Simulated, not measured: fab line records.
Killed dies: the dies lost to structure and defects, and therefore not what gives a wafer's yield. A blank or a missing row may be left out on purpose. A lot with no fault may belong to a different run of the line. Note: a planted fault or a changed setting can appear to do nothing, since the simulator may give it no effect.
fab line records -- flow n5_finfet -- part 1 of 2: steps 1 to 4 of 6
record: lots: 24, wafers: 72, last_day: 19
route steps=1938 shown PMOS_HMC_CHANNEL_EPI@57 FIN_SAQP@127
lots untouched by any fault: they come from a run of this same line in which no faults occurred
start_h: hours from the record's opening day to when the first of the lot's shown wafers began -- wait_h: hours since the lot's step before -- " as in the row above -- L1.1+2: a row that stands for several wafers -- - value missing, or start not given -- * or withheld: withheld -- < > ~ a bound
route shown NAME@n: NAME is a module with steps in the file, n the number in the route of the first one -- usual: mean and standard deviation over wafers with no fault -- same: alike in all rows -- chamber/n: place in a boat -- sites: each site's reading -- _std_site: standard deviation across them -- _edge_site: the outer-site mean with the inner-site mean subtracted -- radius_mm: for every site, how far away it sits from the centre of the wafer -- mask NAME#n: copy n -- behind: the most recent tool/chamber to have shaped the wafer -- hold: reason for holding the lot/hours on hold/outcome of the hold -- device: names the non-switching transistor (n, p or np) -- end of line: the tests these same wafers got at the end of their route -- for a step that has no rows: nothing shown but its recipe -- killed: count of dies lost to structure and defects at first sort (not the wafer's yield) -- map: the dies of a wafer, with x for killed, . for not killed, _ for no die there
set.NAME: the setting the step ran with; set.NAME@STEP: the setting that earlier step ran with -- model.NAME: the simulator's own value behind a step, which no gauge read
one table for each step of the route and one row for each wafer, over a sample of lots
services: from which hour (start_h, from the record's first day; less than 0 if before it) a tool's chamber was out of use, for how many hours, and why
== steps ==
step: N5_PMOS_HMC_CHANNEL_EPI_HM_DEP_34
recipe: material: SiO2, target_thk_a: 360, temp_c: 400, precursor: TEOS/O2, pressure_torr: 6.5, rf_w: 900, teos_flow_sccm: 161.4, gas: O2, flow_sccm: 2650, time_s: 6.9
usual: heater_power_w: 570/110, showerhead_plenum_p_Torr: 8.368/0.027, showerhead_vpp_V: 1847/58, susceptor_temp_C: 400.03/0.2, throttle_valve_pct: 18.2/1.2
lot.wafer,tool,chamber,start_h,wait_h,heater_power_w,showerhead_plenum_p_Torr,showerhead_vpp_V,susceptor_temp_C,throttle_valve_pct
L074.2,pecvd-03,1,17.29,0.0,622,8.387,1839,400.42,18.5
L074.4,pecvd-03,1,17.29,0.0,645,8.367,1800,400.16,18.8
L074.5,pecvd-03,0,17.29,0.0,704,8.356,1705,400.01,18.1
L075.1,pecvd-04,0,29.22,0.0,537,8.384,1827,400.36,19.2
L075.3,pecvd-04,2,29.22,0.0,605,8.345,1822,400.05,17.9
L075.5,pecvd-04,0,29.22,0.0,538,8.413,1825,399.98,19.4
L076.1,pecvd-03,0,32.27,0.0,815,8.373,1702,400.34,18.2
L076.2,pecvd-03,1,32.27,0.0,740,8.375,1830,400.13,18.8
L076.6,pecvd-03,0,32.27,0.0,812,8.363,1748,400.32,18.0
L077.2,pecvd-04,2,35.34,0.0,656,8.326,1817,399.99,17.9
L077.3,pecvd-04,0,35.34,0.0,501,8.420,1825,400.07,19.2
L077.4,pecvd-04,2,35.34,0.0,649,8.333,1794,399.95,18.0
L078.1,pecvd-02,1,42.44,0.0,393,8.315,1843,400.17,18.3
L078.2,pecvd-02,0,42.44,0.0,563,8.390,1919,400.28,18.1
L078.6,pecvd-02,0,42.44,0.0,575,8.368,1873,399.93,17.6
L079.3,pecvd-03,0,47.17,0.0,826,8.370,1715,399.91,18.2
L079.4,pecvd-03,0,47.17,0.0,821,8.398,1709,399.86,18.2
L079.6,pecvd-03,2,47.17,0.0,480,8.332,1896,399.88,15.9
L080.1,pecvd-04,0,53.23,0.0,555,8.389,1830,399.97,19.5
L080.2,pecvd-04,1,53.23,0.0,627,8.379,1842,399.95,20.9
L080.6,pecvd-04,0,53.23,0.0,560,8.404,1838,399.62,19.5
L081.2,pecvd-02,2,59.07,0.0,616,8.370,1959,400.09,16.4
L081.3,pecvd-02,1,59.07,0.0,397,8.316,1825,400.11,18.7
L081.5,pecvd-02,2,59.07,0.0,626,8.379,1908,400.17,16.5
L082.2,pecvd-02,0,65.02,0.0,576,8.374,1893,399.78,18.1
L082.5,pecvd-02,1,65.02,0.0,393,8.325,1885,399.82,18.8
L082.6,pecvd-02,2,65.02,0.0,611,8.396,1910,399.65,16.3
L083.1,pecvd-03,0,71.18,0.0,795,8.364,1745,400.14,18.0
L083.2,pecvd-03,1,71.18,0.0,614,8.399,1835,399.83,18.8
L083.3,pecvd-03,2,71.18,0.0,566,8.358,1897,400.34,16.1
L084.1,pecvd-02,1,77.69,0.0,457,8.296,1899,400.16,18.7
L084.3,pecvd-02,0,77.69,0.0,557,8.385,1886,399.95,18.0
L084.6,pecvd-02,0,77.69,0.0,556,8.398,1882,400.11,18.0
L085.1,pecvd-02,0,83.32,0.0,461,8.399,1899,399.98,18.2
L085.2,pecvd-02,1,83.32,0.0,463,8.318,1828,400.23,18.5
L085.6,pecvd-02,1,83.32,0.0,443,8.341,1901,399.97,18.5
L086.4,pecvd-03,2,89.77,0.0,517,8.345,1887,399.94,16.3
L086.5,pecvd-03,0,89.77,0.0,757,8.394,1744,400.07,18.3
L086.6,pecvd-03,1,89.77,0.0,811,8.403,1822,400.18,18.6
L087.1,pecvd-02,1,95.10,0.0,478,8.330,1886,400.37,18.1
L087.3,pecvd-02,2,95.10,0.0,570,8.356,1930,399.90,16.6
L087.5,pecvd-02,0,95.10,0.0,555,8.374,1908,400.14,18.0
L088.2,pecvd-04,1,102.81,0.0,479,8.379,1862,399.61,20.8
L088.3,pecvd-04,2,102.81,0.0,534,8.345,1807,399.83,18.5
L088.6,pecvd-04,2,102.81,0.0,539,8.364,1800,400.20,18.0
L089.3,pecvd-02,0,107.62,0.0,552,8.380,1896,400.23,18.0
L089.4,pecvd-02,0,107.62,0.0,561,8.349,1881,400.02,17.9
L089.6,pecvd-02,1,107.62,0.0,433,8.329,1848,399.98,18.6
L090.1,pecvd-02,1,112.86,0.0,447,8.331,1859,399.97,18.5
L090.4,pecvd-02,2,112.86,0.0,551,8.378,1947,400.27,16.6
L090.6,pecvd-02,0,112.86,0.0,591,8.390,1894,400.39,18.1
L091.1,pecvd-04,2,118.70,0.0,604,8.368,1795,400.10,18.1
L091.3,pecvd-04,1,118.70,0.0,595,8.381,1845,399.81,20.7
L091.4,pecvd-04,1,118.70,0.0,610,8.380,1869,399.82,20.5
L092.1,pecvd-03,1,124.89,0.0,777,8.366,1803,400.13,18.7
L092.4,pecvd-03,2,124.89,0.0,559,8.379,1903,399.93,16.2
L092.5,pecvd-03,0,124.89,0.0,745,8.366,1745,399.89,18.0
L093.1,pecvd-04,1,130.71,0.0,559,8.362,1859,399.56,20.8
L093.4,pecvd-04,0,130.71,0.0,473,8.421,1835,399.90,19.0
L093.5,pecvd-04,2,130.71,0.0,562,8.388,1782,399.98,18.5
L094.2,pecvd-02,1,137.04,0.0,362,8.320,1849,400.14,18.7
L094.5,pecvd-02,1,137.04,0.0,364,8.323,1836,400.05,18.8
L094.6,pecvd-02,2,137.04,0.0,599,8.371,1887,400.16,16.7
L095.1,pecvd-02,2,143.43,0.0,590,8.391,1921,399.95,16.7
L095.3,pecvd-02,1,143.43,0.0,415,8.319,1823,399.61,18.8
L095.4,pecvd-02,1,143.43,0.0,405,8.325,1880,400.42,18.3
L096.4,pecvd-03,1,149.91,0.0,759,8.389,1822,400.08,18.6
L096.5,pecvd-03,0,149.91,0.0,812,8.390,1718,400.17,18.1
L096.6,pecvd-03,2,149.91,0.0,534,8.370,1897,399.94,16.0
L097.1,pecvd-04,2,155.02,0.0,542,8.386,1790,400.33,18.5
L097.2,pecvd-04,1,155.02,0.0,612,8.360,1865,400.05,20.9
L097.5,pecvd-04,0,155.02,0.0,572,8.404,1830,400.12,19.4
step: N5_PMOS_HMC_CHANNEL_EPI_DESCUM_14
recipe: chemistry: O2, time_s: 7.9, source_power_w: 50, bias_power_w: 20, pressure_mtorr: 20, rf_frequency_hz: 2.712e+07, temp_c: 40, resist: CAR-ArF-block, o2_flow_sccm: 225
usual: drypump_motor_current_A: 5.6/0.44, oes_product_au: 0.76/0.088, rf_vpp_V: 243.2/1.4, showerhead_plenum_p_Torr: 2.10/0.067, throttle_valve_pct: 20.5/0.33
lot.wafer,tool,chamber,start_h,wait_h,drypump_motor_current_A,oes_product_au,rf_hours_counter_h,rf_vpp_V,showerhead_plenum_p_Torr,throttle_valve_pct
L074.2,rie_diel-05,3,17.84,0.2,5.3,0.73,190,244.2,2.10,20.8
L074.4,rie_diel-05,0,17.84,0.2,6.5,0.74,149,245.3,2.18,20.7
L074.5,rie_diel-05,0,17.84,0.2,6.5,0.74,-,243.6,2.18,20.7
L075.1,rie_diel-02,2,29.70,0.1,5.6,0.72,196,243.0,2.11,21.0
L075.3,rie_diel-02,0,29.70,0.1,6.0,0.77,142,243.8,2.10,20.5
L075.5,rie_diel-02,2,29.70,0.1,5.6,0.71,-,242.4,2.11,21.0
L076.1,rie_diel-04,2,32.76,0.0,4.9,0.87,40,244.3,2.16,20.4
L076.2,rie_diel-04,0,32.76,0.0,5.3,0.68,221,241.6,2.01,20.3
L076.6,rie_diel-04,0,32.76,0.0,5.3,0.67,-,240.2,2.01,20.3
L077.2,rie_diel-02,2,35.71,0.0,5.7,0.71,198,243.3,2.11,21.0
L077.3,rie_diel-02,0,35.71,0.0,6.0,0.77,145,242.2,2.10,20.6
L077.4,rie_diel-02,3,35.71,0.0,5.4,0.67,244,241.7,1.98,20.6
L078.1,rie_diel-05,3,43.01,0.2,5.3,0.73,198,243.4,2.09,20.8
L078.2,rie_diel-05,2,43.01,0.2,5.8,0.69,234,244.1,2.04,20.3
L078.6,rie_diel-05,1,43.01,0.2,5.5,0.73,-,241.3,2.07,20.3
L079.3,rie_diel-04,2,47.66,0.0,4.9,0.88,45,245.3,2.16,20.4
L079.4,rie_diel-04,0,47.66,0.0,5.3,0.67,226,242.4,2.00,20.3
L079.6,rie_diel-04,2,47.66,0.0,4.9,0.88,-,244.7,2.16,20.4
L080.1,rie_diel-05,2,53.82,0.1,5.8,0.69,237,242.5,2.04,20.3
L080.2,rie_diel-05,3,53.82,0.1,5.3,0.72,201,243.5,2.09,20.8
L080.6,rie_diel-05,2,53.82,0.1,5.8,0.69,-,242.5,2.04,20.3
L081.2,rie_diel-02,2,59.47,0.1,5.7,0.71,206,242.2,2.10,21.0
L081.3,rie_diel-02,1,59.47,0.1,5.8,0.75,142,243.5,2.18,20.6
L081.5,rie_diel-02,0,59.47,0.1,6.0,0.77,-,242.5,2.09,20.6
L082.2,rie_diel-02,1,65.42,0.1,5.8,0.76,144,243.6,2.18,20.5
L082.5,rie_diel-02,2,65.42,0.1,5.6,0.71,-,241.2,2.10,21.0
L082.6,rie_diel-02,1,65.42,0.1,5.9,0.75,-,244.6,2.18,20.6
L083.1,rie_diel-02,1,71.67,0.0,5.9,0.75,147,244.9,2.18,20.6
L083.2,rie_diel-02,0,71.67,0.0,6.0,0.76,156,243.7,2.09,20.6
L083.3,rie_diel-02,2,71.67,0.0,5.7,0.71,210,244.7,2.10,21.0
L084.1,rie_diel-04,2,78.77,0.6,4.9,0.84,56,243.5,2.15,20.4
L084.3,rie_diel-04,1,78.77,0.6,6.2,0.71,197,240.3,2.01,20.7
L084.6,rie_diel-04,0,78.77,0.6,5.2,0.67,-,243.0,2.00,20.3
L085.1,rie_diel-04,1,84.73,0.9,6.2,0.71,201,241.8,2.01,20.7
L085.2,rie_diel-04,0,84.73,0.9,5.3,0.67,237,243.0,2.00,20.3
L085.6,rie_diel-04,1,84.73,0.9,6.2,0.72,-,243.0,2.01,20.7
L086.4,rie_diel-02,3,90.24,0.2,5.4,0.95,6,246.2,2.24,20.2
L086.5,rie_diel-02,3,90.24,0.2,5.4,0.95,-,247.1,2.24,20.3
L086.6,rie_diel-02,2,90.24,0.2,5.7,0.72,-,242.2,2.10,21.0
L087.1,rie_diel-02,0,95.59,0.0,6.0,0.76,165,243.1,2.09,20.6
L087.3,rie_diel-02,2,95.59,0.0,5.7,0.71,220,243.8,2.10,21.0
L087.5,rie_diel-02,3,95.59,0.0,5.4,0.95,-,244.9,2.24,20.2
L088.2,rie_diel-04,1,103.30,0.0,6.2,0.71,208,240.6,2.01,20.7
L088.3,rie_diel-04,3,103.30,0.0,5.0,0.97,4,244.5,2.11,19.7
L088.6,rie_diel-04,2,103.30,0.0,4.9,0.85,-,244.5,2.15,20.5
L089.3,rie_diel-02,0,108.12,0.0,6.1,0.74,169,242.4,2.09,20.6
L089.4,rie_diel-02,2,108.12,0.0,5.6,0.70,224,243.3,2.10,21.0
L089.6,rie_diel-02,2,108.12,0.0,5.7,0.70,-,242.1,2.10,21.0
L090.1,rie_diel-04,2,113.35,0.0,4.9,0.83,65,243.7,2.15,20.5
L090.4,rie_diel-04,3,113.35,0.0,5.0,0.95,7,243.6,2.11,19.7
L090.6,rie_diel-04,2,113.35,0.0,4.9,0.83,-,243.0,2.15,20.4
L091.1,rie_diel-04,1,119.08,0.0,6.2,0.70,213,241.4,2.01,20.7
L091.3,rie_diel-04,3,119.08,0.0,5.0,0.95,8,244.0,2.10,19.7
L091.4,rie_diel-04,0,119.08,0.0,5.3,0.66,249,240.8,2.00,20.3
L092.1,rie_diel-04,1,125.25,0.0,6.2,0.70,214,241.5,2.00,20.7
L092.4,rie_diel-04,3,125.25,0.0,5.0,0.93,-,244.1,2.10,19.7
L092.5,rie_diel-04,1,125.25,0.0,6.2,0.69,-,242.3,2.00,20.7
L093.1,rie_diel-04,2,131.08,0.0,4.9,0.83,70,244.2,2.15,20.4
L093.4,rie_diel-04,1,131.08,0.0,6.2,0.69,-,241.2,2.00,20.7
L093.5,rie_diel-04,3,131.08,0.0,5.0,0.92,-,244.2,2.10,19.7
L094.2,rie_diel-02,1,137.53,0.0,5.9,0.73,167,243.9,2.17,20.6
L094.5,rie_diel-02,1,137.53,0.0,5.9,0.74,-,245.7,2.17,20.6
L094.6,rie_diel-02,3,137.53,0.0,5.4,0.94,-,244.0,2.24,20.2
L095.1,rie_diel-05,3,144.73,0.8,5.2,0.70,227,244.1,2.08,20.9
L095.3,rie_diel-05,2,144.73,0.8,5.7,0.95,7,242.1,2.03,20.0
L095.4,rie_diel-05,1,144.73,0.8,5.5,0.71,-,242.3,2.06,20.3
L096.4,rie_diel-05,3,150.41,0.0,5.3,0.70,-,243.0,2.08,20.9
L096.5,rie_diel-05,2,150.41,0.0,5.8,0.96,-,241.7,2.03,20.0
L096.6,rie_diel-05,1,150.41,0.0,5.5,0.71,-,244.7,2.06,20.3
L097.1,rie_diel-05,3,155.39,0.0,5.3,0.70,230,243.8,2.08,20.9
L097.2,rie_diel-05,1,155.39,0.0,5.5,0.71,205,243.1,2.05,20.3
L097.5,rie_diel-05,3,155.39,0.0,5.3,0.69,-,243.3,2.08,20.9
step: N5_PMOS_HMC_CHANNEL_EPI_CMP_21
recipe: material: SiGe30, post_cmp_clean: alkaline_brush, target_thk_nm: 54
usual: motor_current_A: 12.3/1, retaining_ring_pressure_frac: 1.000/0.0051
lot.wafer,tool,chamber,start_h,wait_h,motor_current_A,retaining_ring_pressure_frac
L074.2,cmp-02,2,19.80,0.0,13.2,0.995
L074.4,cmp-02,0,19.80,0.0,11.9,0.999
L074.5,cmp-02,3,19.80,0.0,10.4,0.999
L075.1,cmp-02,1,31.71,0.1,12.9,1.003
L075.3,cmp-02,2,31.71,0.1,13.6,0.997
L075.5,cmp-02,1,31.71,0.1,13.1,0.997
L076.1,cmp-02,0,35.09,0.4,12.5,0.999
L076.2,cmp-02,2,35.09,0.4,13.0,0.999
L076.6,cmp-02,3,35.09,0.4,10.5,0.999
L077.2,cmp-02,3,37.77,0.1,10.7,0.994
L077.3,cmp-02,0,37.77,0.1,12.3,0.999
L077.4,cmp-02,2,37.77,0.1,13.2,0.990
L078.1,cmp-02,1,45.00,0.0,13.3,1.004
L078.2,cmp-02,0,45.00,0.0,12.4,1.003
L078.6,cmp-02,1,45.00,0.0,12.9,1.001
L079.3,cmp-01,3,49.68,0.1,12.3,1.003
L079.4,cmp-01,0,49.68,0.1,12.6,0.993
L079.6,cmp-01,3,49.68,0.1,12.3,0.999
L080.1,cmp-01,3,55.88,0.1,12.6,0.999
L080.2,cmp-01,0,55.88,0.1,11.6,0.996
L080.6,cmp-01,2,55.88,0.1,12.8,1.002
L081.2,cmp-02,1,61.49,0.1,13.5,1.003
L081.3,cmp-02,3,61.49,0.1,10.3,1.001
L081.5,cmp-02,0,61.49,0.1,12.2,0.996
L082.2,cmp-02,1,67.52,0.1,14.3,1.002
L082.6,cmp-02,2,67.52,0.1,12.8,1.008
L082.5,cmp-02,3,67.52,0.1,10.5,1.007
L083.1,cmp-04,1,73.65,0.0,11.7,1.002
L083.3,cmp-04,2,73.65,0.0,10.5,1.011
L083.2,cmp-04,0,73.65,0.0,12.4,1.007
L084.1,cmp-01,2,81.22,0.1,12.6,1.010
L084.3,cmp-01,3,81.22,0.1,12.3,0.999
L084.6,cmp-01,0,81.22,0.1,11.7,0.997
L085.2,cmp-02,3,87.75,0.1,10.3,1.002
L085.1,cmp-02,0,87.75,0.1,12.0,1.000
L085.6,cmp-02,2,87.75,0.1,13.7,1.004
L086.4,cmp-04,0,92.32,0.1,11.8,0.991
L086.5,cmp-04,1,92.32,0.1,12.1,0.998
L086.6,cmp-04,2,92.32,0.1,11.5,1.004
L087.3,cmp-04,1,98.04,0.1,11.5,1.001
L087.1,cmp-04,0,98.04,0.1,12.1,1.007
L087.5,cmp-04,1,98.04,0.1,12.0,1.005
L088.3,cmp-01,1,105.30,0.1,12.4,1.001
L088.2,cmp-01,3,105.30,0.1,12.9,0.999
L088.6,cmp-01,0,105.30,0.1,11.5,1.006
L089.4,cmp-04,3,110.48,0.0,12.9,1.002
L089.3,cmp-04,0,110.48,0.0,11.5,1.000
L089.6,cmp-04,0,110.48,0.0,11.6,1.009
L090.4,cmp-02,3,116.29,0.0,10.5,1.005
L090.1,cmp-02,0,116.29,0.0,12.1,1.001
L090.6,cmp-02,0,116.29,0.0,12.0,1.011
L091.4,cmp-02,1,121.98,0.0,14.2,1.010
L091.3,cmp-02,2,121.98,0.0,13.7,0.997
L091.1,cmp-02,3,121.98,0.0,11.4,0.992
L092.1,cmp-02,1,127.64,0.1,14.1,0.998
L092.4,cmp-02,0,127.64,0.1,12.3,1.002
L092.5,cmp-02,2,127.64,0.1,13.3,0.996
L093.1,cmp-02,2,133.05,0.0,13.4,1.000
L093.4,cmp-02,0,133.05,0.0,11.4,0.996
L093.5,cmp-02,2,133.05,0.0,13.9,1.004
L094.2,cmp-04,0,139.60,0.1,11.5,0.986
L094.5,cmp-04,2,139.60,0.1,11.4,1.002
L094.6,cmp-04,3,139.60,0.1,13.5,0.995
L095.3,cmp-01,0,147.27,0.2,12.1,0.994
L095.1,cmp-01,1,147.27,0.2,12.0,0.997
L095.4,cmp-01,3,147.27,0.2,12.3,1.004
L096.4,cmp-04,0,153.29,0.0,11.6,1.006
L096.6,cmp-04,0,153.29,0.0,12.2,1.003
L096.5,cmp-04,1,153.29,0.0,11.8,1.002
L097.2,cmp-04,0,158.45,0.0,11.3,0.996
L097.1,cmp-04,2,158.45,0.0,11.5,0.999
L097.5,cmp-04,1,158.45,0.0,12.0,0.999
step: N5_PMOS_HMC_CHANNEL_EPI_THK_MEAS_22
recipe: reads: SiGe30_of_PMOS_HMC_CHANNEL_EPI_EPI_20
usual: HMC_CMP_THK: 54.0/0.85
lot.wafer,tool,chamber,start_h,wait_h,HMC_CMP_THK[nm]
L074.2,film_metro-01,-,20.10,-,53.3
L074.4,film_metro-01,-,20.10,-,53.8
L074.5,film_metro-01,-,20.10,-,54.2
L075.1,film_metro-02,-,31.96,-,53.5
L075.3,film_metro-02,-,31.96,-,54.2
L075.5,film_metro-02,-,31.96,-,55.1
L076.1,film_metro-01,-,35.35,-,53.4
L076.2,film_metro-01,-,35.35,-,54.7
L076.6,film_metro-01,-,35.35,-,54.1
L077.2,film_metro-02,-,38.07,-,55.5
L077.3,film_metro-02,-,38.07,-,53.8
L077.4,film_metro-02,-,38.07,-,55.6
L078.1,film_metro-01,-,45.29,-,54.6
L078.2,film_metro-01,-,45.29,-,53.3
L078.6,film_metro-01,-,45.29,-,54.7
L079.3,film_metro-02,-,49.94,-,53.3
L079.4,film_metro-02,-,49.94,-,53.2
L079.6,film_metro-02,-,49.94,-,53.4
L080.1,film_metro-02,-,56.09,-,52.9
L080.2,film_metro-02,-,56.09,-,54.2
L080.6,film_metro-02,-,56.09,-,53.8
L081.2,film_metro-01,-,61.75,-,56.1
L081.3,film_metro-01,-,61.75,-,55.3
L081.5,film_metro-01,-,61.75,-,54.3
L082.2,film_metro-02,-,67.70,-,54.6
L082.5,film_metro-02,-,67.70,-,53.5
L082.6,film_metro-02,-,67.70,-,54.5
L083.1,film_metro-02,-,73.94,-,53.5
L083.2,film_metro-02,-,73.94,-,53.9
L083.3,film_metro-02,-,73.94,-,54.6
L084.1,film_metro-02,-,81.43,-,52.5
L084.3,film_metro-02,-,81.43,-,54.7
L084.6,film_metro-02,-,81.43,-,55.1
L085.1,film_metro-01,-,88.01,-,54.3
L085.2,film_metro-01,-,88.01,-,54.1
L085.6,film_metro-01,-,88.01,-,53.8
L086.4,film_metro-02,-,92.50,-,53.6
L086.5,film_metro-02,-,92.50,-,53.6
L086.6,film_metro-02,-,92.50,-,53.8
L087.1,film_metro-02,-,98.33,-,53.6
L087.3,film_metro-02,-,98.33,-,53.7
L087.5,film_metro-02,-,98.33,-,53.7
L088.2,film_metro-01,-,105.56,-,53.6
L088.3,film_metro-01,-,105.56,-,53.1
L088.6,film_metro-01,-,105.56,-,53.5
L089.3,film_metro-02,-,110.77,-,56.0
L089.4,film_metro-02,-,110.77,-,54.9
L089.6,film_metro-02,-,110.77,-,54.3
L090.1,film_metro-01,-,116.58,-,53.3
L090.4,film_metro-01,-,116.58,-,54.1
L090.6,film_metro-01,-,116.58,-,53.0
L091.1,film_metro-02,-,122.27,-,56.2
L091.3,film_metro-02,-,122.27,-,54.0
L091.4,film_metro-02,-,122.27,-,54.7
L092.1,film_metro-01,-,127.94,-,52.8
L092.4,film_metro-01,-,127.94,-,55.8
L092.5,film_metro-01,-,127.94,-,53.8
L093.1,film_metro-01,-,133.34,-,53.4
L093.4,film_metro-01,-,133.34,-,54.6
L093.5,film_metro-01,-,133.34,-,54.2
L094.2,film_metro-02,-,139.82,-,52.5
L094.5,film_metro-02,-,139.82,-,53.7
L094.6,film_metro-02,-,139.82,-,54.5
L095.1,film_metro-02,-,147.56,-,53.9
L095.3,film_metro-02,-,147.56,-,53.4
L095.4,film_metro-02,-,147.56,-,54.0
L096.4,film_metro-02,-,153.59,-,53.6
L096.5,film_metro-02,-,153.59,-,53.0
L096.6,film_metro-02,-,153.59,-,53.5
L097.1,film_metro-01,-,158.74,-,54.3
L097.2,film_metro-01,-,158.74,-,53.3
L097.5,film_metro-01,-,158.74,-,53.3
